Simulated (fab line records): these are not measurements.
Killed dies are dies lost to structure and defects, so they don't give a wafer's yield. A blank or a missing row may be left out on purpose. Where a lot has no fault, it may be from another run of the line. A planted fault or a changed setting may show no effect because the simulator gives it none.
A lot that was struck, set against a sound lot | flow nand-harc | 14 out of 1159 route steps
Sound: wafers L521.1, L521.5, L521.6. Struck: wafers L525.2, L525.3 (left out: L525.5, a lot-mate that was not struck); the cause follows at the end.
At each step with rows: each side's tool, then ch and its chambers, then its first start. Under that, the readings that differ: sound wafers | struck wafers | difference of the means | sigmas: that difference in standard deviations of wafers without a fault.
alike: readings with means less than 2 such deviations apart, plus words and numbers identical on both sides. not compared: withheld readings, readings lacking a value on some wafer, bounds such as >300 that could conceal the same value, and numbers that have no deviation in the record and whose values overlap.
A row with sigmas, a row that says differs or no value, or rows on one side alone: a step with any of these is where the two part. Non-overlapping numbers with no deviation appear without sigmas and do not part them. A reading that every wafer of one side lacks parts them only if that side has two wafers or more.

first, 9 steps without rows for these wafers: NHARC_THIN_TSV_PVD_24 (deposits Al, target thk 800 nm); NHARC_THIN_TSV_DEHYDRATE_25 (time 120 s); NHARC_THIN_TSV_HMDS_26 (time 30 s); NHARC_THIN_TSV_COAT_27; NHARC_THIN_TSV_SOFTBAKE_28 (time 95 s); NHARC_THIN_TSV_EBR_29; NHARC_THIN_TSV_EXPOSE_30 (exposes mask PAD); NHARC_THIN_TSV_PEB_31 (peb time 85 s); NHARC_THIN_TSV_DEVELOP_32 (time 70 s).
NHARC_THIN_TSV_CD_MEAS_33: target cd 5000 nm.
  sound on cd-sem-01 ch 0, day 19 04:55; struck on cd-sem-01 ch 0, day 19 22:22
  alike: cd-nm
then, 1 step without rows for these wafers: NHARC_THIN_TSV_HARDBAKE_34 (time 80 s).
NHARC_THIN_TSV_DESCUM_35: chemistry O2, time 3 s.
  sound on rie-diel-07 ch 1,2,3, day 19 05:07; struck on rie-diel-07 ch 2,3, day 19 22:33
  alike: drypump-motor-current-A, oes-product-au, rf-vpp-V, showerhead-plenum-p-Torr, throttle-valve-pct
  not compared: rf-hours-counter-h
NHARC_THIN_TSV_ETCH_59: etches the open film in Cl2/BCl3, target depth 880 nm, time 138.1 s.
  sound on rie-metal-03 ch 0,1, day 19 05:12; struck on rie-metal-01 ch 1, day 19 22:41
  reading               | sound             | struck      | difference | sigmas
  oes-product-au (a.u.) | 0.988 0.985 0.988 | 0.960 0.962 | -0.026     | -3
  alike: drypump-motor-current-A, throttle-valve-pct
  not compared: rf-hours-counter-h
NHARC_THIN_TSV_ETCH_36: etches the open film in Cl2/BCl3, target depth 65 nm, time 18.571 s.
  sound on rie-metal-03 ch 0,1, day 19 05:28; struck on rie-metal-01 ch 0, day 19 22:55
  alike: drypump-motor-current-A, oes-product-au
  not compared: rf-hours-counter-h

== WHERE THEY PART ==
Only at NHARC_THIN_TSV_ETCH_59, within this record. Later steps at which nothing parts them and some readings are alike: NHARC_THIN_TSV_ETCH_36.

WHY: what the simulator had put in
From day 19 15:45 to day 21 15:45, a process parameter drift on rie-metal-01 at NHARC_THIN_TSV_ETCH_59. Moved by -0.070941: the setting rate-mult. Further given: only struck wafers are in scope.
